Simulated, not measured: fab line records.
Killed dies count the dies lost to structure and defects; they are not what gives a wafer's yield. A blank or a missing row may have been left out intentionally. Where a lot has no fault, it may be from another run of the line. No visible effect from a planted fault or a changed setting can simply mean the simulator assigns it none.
Which tool is to blame? ; flow n5_finfet ; 24 lots, 72 wafers sampled, at 6 steps of a route of 1938

== WHAT EACH GAUGE READ, for each wafer ==
N5_BEOL_M0_SAQP_CD_MEAS_40 targets a cd of 30 nm. Usual: cd_nm at 29.98 nm, with a standard deviation of 0.25.
lot;measured;on;cd_nm (nm);flag
L074;day 5 17:42;cd_sem-02;30.19 29.50 30.52;
L075;day 6 01:14;cd_sem-02;30.05 30.01 29.76;
L076;day 6 05:40;cd_sem-03;30.46 30.20 30.41;
L077;day 6 08:21;cd_sem-03;29.65 29.47 29.78;
L078;day 6 16:25;cd_sem-01;30.14 30.01 29.65;
L079;day 6 22:00;cd_sem-03;29.92 30.14 30.01;
L080;day 7 05:03;cd_sem-03;30.18 30.18 29.99;
L081;day 7 11:48;cd_sem-02;30.11 29.94 29.94;
L082;day 7 16:25;cd_sem-02;29.72 29.77 29.69;
L083;day 7 22:21;cd_sem-02;30.48 30.02 29.97;
L084;day 8 02:14;cd_sem-02;30.29 30.04 29.79;
L085;day 8 06:04;cd_sem-02;30.03 29.95 29.74;
L086;day 9 03:24;cd_sem-03;29.68 30.17 29.64;
L087;day 9 04:05;cd_sem-01;30.20 30.45 29.49;
L089;day 9 09:49;cd_sem-02;29.81 30.23 29.96;
L088;day 9 14:26;cd_sem-03;29.88 30.07 29.96;
L090;day 9 17:04;cd_sem-03;29.94 29.99 29.96;
L091;day 9 22:17;cd_sem-02;30.04 29.95 30.07;
L092;day 10 05:57;cd_sem-02;29.72 29.91 29.94;
L093;day 10 15:44;cd_sem-01;30.63 29.79 29.91;
L094;day 10 19:44;cd_sem-02;30.07 30.16 29.47;
L095;day 11 05:24;cd_sem-01;29.92 29.52 29.79;
L096;day 11 07:32;cd_sem-01;29.96 30.21 29.90;
L097;day 11 10:35;cd_sem-01;29.98 30.06 29.97;

N5_BEOL_M0_CUTY_INSPECT_59: inspects for defects (macro). Usual: raw_defect_count at 2.2, with a standard deviation of 1.5.
lot;measured;on;raw_defect_count;flag
L074;day 5 19:09;defect_inspect-02;1 0 3;
L075;day 6 02:43;defect_inspect-01;2 0 2;
L076;day 6 07:14;defect_inspect-01;2 1 5;
L077;day 6 10:04;defect_inspect-01;1 1 4;
L078;day 6 17:47;defect_inspect-02;2 0 3;
L079;day 6 23:29;defect_inspect-02;3 2 5;
L080;day 7 06:45;defect_inspect-02;1 4 3;
L081;day 7 13:21;defect_inspect-01;1 1 0;
L082;day 7 17:47;defect_inspect-01;4 0 1;
L083;day 8 00:04;defect_inspect-02;2 1 2;
L084;day 8 03:50;defect_inspect-01;6 2 3;
L085;day 8 07:26;defect_inspect-01;1 2 2;
L086;day 9 04:46;defect_inspect-01;2 1 2;
L087;day 9 05:50;defect_inspect-02;2 7 1;
L089;day 9 11:31;defect_inspect-02;0 1 2;
L088;day 9 16:04;defect_inspect-01;4 4 0;
L090;day 9 19:13;defect_inspect-01;0 1 2;
L091;day 9 23:38;defect_inspect-02;1 1 0;
L092;day 10 07:25;defect_inspect-01;1 2 2;
L093;day 10 17:12;defect_inspect-02;2 2 3;
L094;day 10 21:16;defect_inspect-01;5 2 3;
L095;day 11 07:04;defect_inspect-02;3 1 1;
L096;day 11 09:04;defect_inspect-02;2 3 2;
L097;day 11 11:56;defect_inspect-01;1 4 4;

N5_BEOL_M0_INSPECT_127: inspects for defects (darkfield). Usual: raw_defect_count at 76, with a standard deviation of 25.
lot;measured;on;raw_defect_count;flag
L074;day 6 01:19;defect_inspect-02;95 121 89;
L075;day 6 08:31;defect_inspect-01;83 59 68;
L076;day 6 13:29;defect_inspect-01;44 42 70;
L077;day 6 15:52;defect_inspect-01;69 94 98;
L078;day 6 23:54;defect_inspect-02;58 123 66;
L079;day 7 05:22;defect_inspect-01;29 65 48;
L080;day 7 19:20;defect_inspect-02;68 60 53;
L081;day 8 02:50;defect_inspect-01;90 78 51;
L082;day 8 04:17;defect_inspect-01;55 110 77;
L083;day 8 06:34;defect_inspect-01;49 69 56;
L084;day 8 11:56;defect_inspect-01;45 58 94;
L085;day 8 15:17;defect_inspect-02;83 53 47;
L086;day 9 09:54;defect_inspect-02;67 100 73;
L087;day 9 13:43;defect_inspect-01;93 50 72;
L089;day 9 15:31;defect_inspect-01;114 120 90;
L088;day 9 22:03;defect_inspect-01;98 55 143;
L090;day 10 00:26;defect_inspect-02;60 74 49;
L091;day 10 07:01;defect_inspect-02;93 111 112;
L092;day 10 13:52;defect_inspect-02;77 108 107;
L093;day 10 23:24;defect_inspect-02;97 78 113;
L094;day 11 01:32;defect_inspect-02;91 61 96;
L095;day 11 13:01;defect_inspect-01;80 75 74;
L096;day 11 15:35;defect_inspect-01;70 67 66;
L097;day 11 17:09;defect_inspect-01;84 59 87;

N5_BEOL_M1_THK_MEAS_01. Usual: for M1_ILD_THK the level is 79.4 nm and the standard deviation is 1.1.
lot;measured;on;M1_ILD_THK (nm);flag
L074;day 6 01:26;film_metro-01;78.2 77.9 79.8;
L075;day 6 08:37;film_metro-01;79.6 79.9 81.3;
L076;day 6 13:35;film_metro-02;78.6 80.2 80.3;
L077;day 6 15:58;film_metro-01;78.5 79.6 80.9;
L078;day 7 00:00;film_metro-01;79.9 78.1 80.3;
L079;day 7 05:28;film_metro-01;79.8 78.6 81.2;
L080;day 7 19:26;film_metro-02;78.6 79.6 79.9;
L081;day 8 02:56;film_metro-02;78.2 77.5 79.6;
L082;day 8 04:23;film_metro-01;80.1 78.4 81.5;
L083;day 8 06:41;film_metro-01;79.7 81.0 80.9;
L084;day 8 12:02;film_metro-01;80.3 79.7 79.6;
L085;day 8 15:24;film_metro-01;77.7 79.0 80.4;
L086;day 9 10:00;film_metro-02;79.1 80.3 80.0;
L087;day 9 13:49;film_metro-02;81.1 79.2 79.9;
L089;day 9 15:37;film_metro-01;78.6 80.0 79.6;
L088;day 9 22:09;film_metro-01;78.5 79.6 81.4;
L090;day 10 00:32;film_metro-01;78.3 78.4 78.6;
L091;day 10 07:08;film_metro-02;78.7 79.6 79.0;
L092;day 10 13:59;film_metro-01;80.1 77.9 81.5;
L093;day 10 23:31;film_metro-02;78.3 79.8 79.6;
L094;day 11 01:38;film_metro-01;76.9 77.6 78.3;
L095;day 11 13:07;film_metro-02;80.3 77.8 80.9;
L096;day 11 15:41;film_metro-02;78.1 79.8 81.0;
L097;day 11 17:15;film_metro-02;78.1 77.8 78.5;

== EACH LOT AND THE TOOL THAT RAN IT (in order: tool; ch and the chambers of the sampled wafers; start) ==
lot;N5_BEOL_M0_STRIP_142;N5_BEOL_M0_ALD_136
L074;rie_diel-01 ch 1,2,3, day 5 20:53;ald_metal-04 ch 0,1,2, day 5 21:38
L075;rie_diel-01 ch 1,2,3, day 6 03:40;ald_metal-01 ch 1,3, day 6 04:09
L076;rie_diel-03 ch 0,1,2, day 6 08:56;ald_metal-02 ch 0,2,3, day 6 09:28
L077;rie_diel-01 ch 0,1,2, day 6 11:04;ald_metal-02 ch 0,2,3, day 6 11:45
L078;rie_diel-01 ch 0,2, day 6 18:37;ald_metal-01 ch 0,1,2, day 6 19:05
L079;rie_diel-05 ch 0,1, day 7 01:32;ald_metal-01 ch 0,2,3, day 7 02:53
L080;rie_diel-01 ch 0,3, day 7 10:33;ald_metal-01 ch 2,3, day 7 12:28
L081;rie_diel-03 ch 0,1,2, day 7 18:21;ald_metal-01 ch 1,2,3, day 7 19:38
L082;rie_diel-05 ch 0,3, day 7 19:22;ald_metal-02 ch 0,2, day 7 19:56
L083;rie_diel-03 ch 0,1, day 8 00:58;ald_metal-01 ch 0,1, day 8 01:25
L084;rie_diel-05 ch 0,2,3, day 8 04:32;ald_metal-04 ch 0,1,3, day 8 05:05
L085;rie_diel-05 ch 2,3, day 8 08:18;ald_metal-02 ch 1,2, day 8 09:01
L086;rie_diel-03 ch 2,3, day 9 05:33;ald_metal-02 ch 2,3, day 9 06:20
L087;rie_diel-01 ch 0,1,2, day 9 09:08;ald_metal-04 ch 0,3, day 9 10:01
L089;rie_diel-05 ch 1,2,3, day 9 12:41;ald_metal-01 ch 0,1,3, day 9 13:33
L088;rie_diel-05 ch 1,3, day 9 17:35;ald_metal-01 ch 0,1,3, day 9 18:31
L090;rie_diel-01 ch 1,3, day 9 20:57;ald_metal-01 ch 1,2,3, day 9 21:46
L091;rie_diel-01 ch 0,1,2, day 10 00:33;ald_metal-01 ch 1,2,3, day 10 04:52
L092;rie_diel-01 ch 0,2,3, day 10 10:15;ald_metal-01 ch 0,1,2, day 10 11:43
L093;rie_diel-01 ch 1,2, day 10 19:37;ald_metal-01 ch 0,2,3, day 10 21:07
L094;rie_diel-01 ch 0,1,2, day 10 22:17;ald_metal-01 ch 1,3, day 10 23:38
L095;rie_diel-05 ch 0,2, day 11 10:21;ald_metal-02 ch 2,3, day 11 11:01
L096;rie_diel-03 ch 0,1,3, day 11 12:38;ald_metal-04 ch 0,2,3, day 11 13:13
L097;rie_diel-05 ch 2,3, day 11 13:01;ald_metal-01 ch 0,1,3, day 11 14:52
- N5_BEOL_M0_STRIP_142: strips in N2/H2, time 10 s.
- N5_BEOL_M0_ALD_136: deposits TaN, pulse time 2 s, purge time 3 s, co reactant purge time 2 s.

== WHAT THE TOOLS THEMSELVES READ (means of the sampled wafers that have a number; where no wafer has one, the mark that the record gives instead) ==
N5_BEOL_M0_STRIP_142. Usual: drypump_motor_current_A 5.8 A, standard deviation 0.41; h2_flow_sccm 200.1 sccm, standard deviation 0.62; n2_flow_sccm 199.9 sccm, standard deviation 0.58; oes_product_au 0.78 a.u., standard deviation 0.094; rf_vpp_V 59.3 V, standard deviation 0.87; showerhead_plenum_p_Torr 2.56 Torr, standard deviation 0.1; temp_c 40.01 C, standard deviation 0.11; throttle_valve_pct 23.61 %, standard deviation 0.21.
lot;tool;drypump_motor_current_A (A);h2_flow_sccm (sccm);n2_flow_sccm (sccm);oes_product_au (a.u.);rf_vpp_V (V);showerhead_plenum_p_Torr (Torr);temp_c (C);throttle_valve_pct (%);flag
L074;rie_diel-01;5.8;199.6;200.0;0.86;58.5;2.53;39.98;23.73;
L075;rie_diel-01;5.8;200.6;199.5;0.85;57.9;2.53;39.97;23.74;
L076;rie_diel-03;5.8;200.5;200.3;0.69;59.3;2.54;39.95;23.68;
L077;rie_diel-01;5.6;199.8;199.9;0.88;60.0;2.62;39.99;23.46;
L078;rie_diel-01;5.3;199.8;199.8;0.85;59.7;2.65;40.11;23.50;
L079;rie_diel-05;5.9;200.5;200.3;0.69;58.5;2.43;39.96;23.57;
L080;rie_diel-01;5.3;200.0;200.0;0.87;58.9;2.69;39.95;23.66;
L081;rie_diel-03;5.8;199.4;200.5;0.68;58.9;2.54;40.01;23.69;
L082;rie_diel-05;6.1;200.4;199.6;0.72;58.7;2.41;39.86;23.45;
L083;rie_diel-03;6.1;199.9;199.9;0.68;58.7;2.54;40.07;23.67;
L084;rie_diel-05;6.1;200.3;200.0;0.72;59.1;2.48;39.90;23.56;
L085;rie_diel-05;6.2;200.9;199.9;0.73;58.8;2.55;39.95;23.63;
L086;rie_diel-03;5.2;201.1;199.3;0.69;58.3;2.46;39.96;23.71;
L087;rie_diel-01;5.6;200.0;199.6;0.85;59.8;2.61;40.00;23.51;
L089;rie_diel-05;5.9;199.4;200.0;0.71;59.1;2.50;39.92;23.61;
L088;rie_diel-05;5.7;200.0;200.0;0.69;59.0;2.45;40.05;23.56;
L090;rie_diel-01;6.0;200.4;200.2;0.88;59.3;2.62;40.01;23.63;
L091;rie_diel-01;5.6;199.8;200.9;0.84;59.6;2.61;39.93;23.50;
L092;rie_diel-01;5.4;200.0;200.0;0.85;59.2;2.65;39.97;23.70;
L093;rie_diel-01;5.7;200.4;200.0;0.86;60.4;2.58;40.14;23.52;
L094;rie_diel-01;5.6;200.5;200.0;0.83;59.3;2.60;39.97;23.52;
L095;rie_diel-05;6.1;199.6;200.0;0.87;60.2;2.68;40.07;23.44;
L096;rie_diel-03;5.8;200.3;200.4;0.77;59.0;2.50;40.03;23.56;
L097;rie_diel-05;6.1;200.3;199.1;0.71;59.2;2.54;39.96;23.68;

N5_BEOL_M0_ALD_136. Usual: heater_power_w 421 W, standard deviation 42; precursor_vessel_temp_c 75.02 C, standard deviation 0.12.
lot;tool;heater_power_w (W);precursor_vessel_temp_c (C);flag
L074;ald_metal-04;435;75.07;
L075;ald_metal-01;429;74.88;
L076;ald_metal-02;361;75.10;
L077;ald_metal-02;364;75.07;
L078;ald_metal-01;458;75.13;
L079;ald_metal-01;424;74.97;
L080;ald_metal-01;416;74.95;
L081;ald_metal-01;442;74.91;
L082;ald_metal-02;350;74.96;
L083;ald_metal-01;456;75.04;
L084;ald_metal-04;438;74.89;
L085;ald_metal-02;359;74.96;
L086;ald_metal-02;368;75.09;
L087;ald_metal-04;419;75.00;
L089;ald_metal-01;452;74.97;
L088;ald_metal-01;455;74.83;
L090;ald_metal-01;443;74.95;
L091;ald_metal-01;451;74.96;
L092;ald_metal-01;463;75.00;
L093;ald_metal-01;430;75.09;
L094;ald_metal-01;439;75.04;
L095;ald_metal-02;365;75.07;
L096;ald_metal-04;436;75.07;
L097;ald_metal-01;445;75.02;

== THE ANSWER, worked out from the rows above alone ==
Rule: a lot is off if the mean of its wafers that have a number lies more than 3 standard deviations from the usual mean. A lot without any number at a reading at which 4 lots or more have one is off too. The other lots that the step has rows for count as sound. Order of review: gauges by route order, followed by the tools' own readings, for which a lot's mean as printed above is used. The first step at which some lot is off is used, and at that step the reading that is off furthest; a lot without a number counts as furthest.
No lot is off at any reading shown: from this, nothing can be told.

== WHAT THE SIMULATOR HAD PUT IN ==
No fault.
